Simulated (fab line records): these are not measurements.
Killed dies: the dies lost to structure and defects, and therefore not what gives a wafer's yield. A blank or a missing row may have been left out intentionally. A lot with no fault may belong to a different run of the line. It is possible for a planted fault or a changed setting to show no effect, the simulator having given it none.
Chamber matching    flow n5_finfet    N5_GATE_CUT_HM_DEP_46 on pecvd-03 has 3 sister chambers
The step deposits SiO2 from TEOS/O2, target thk 130 nm, time 26.6 s. 3 wafers are shown with their chamber, then 8 later ones without.

WAFERS PAIRED WITH THEIR CHAMBERS
wafer   chamber  throttle_valve_pct (%)
L083.4  0        19.3
L085.6  1        19.3
L090.1  2        18.0

WAFERS MISSING THEIR CHAMBER
wafer   throttle_valve_pct (%)
L090.4  18.0
L090.6  19.2
L093.1  19.2
L093.5  19.1
L093.6  18.1
L095.1  19.5
L095.2  18.2
L095.4  19.6

WHICH CHAMBER EACH WENT THROUGH
wafer   from the rows above      in truth
L090.4  2                        2
L090.6  can't be placed: 0 or 1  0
L093.1  can't be placed: 0 or 1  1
L093.5  can't be placed: 0 or 1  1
L093.6  2                        2
L095.1  can't be placed: 0 or 1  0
L095.2  2                        2
L095.4  can't be placed: 0 or 1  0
Correctly placed: 3 of 8. These rows do not allow placing 5 (true chamber among the candidates in 5). 0 placed wrongly.
How it was worked out, from the rows above alone: a wafer's distance from a chamber is the root of the sum, over the readings, of the square of ((its reading less the chamber's mean) divided by the reading's scatter). If the next closest chamber is less than 2 further off than the closest, the wafer can't be placed; otherwise it belongs to the closest. For every chamber, the mean is computed from those of its wafers that are shown. The scatter (one wafer shown for each chamber): square how far every hidden wafer sits from the nearest shown wafer, average those squares and take the square root.
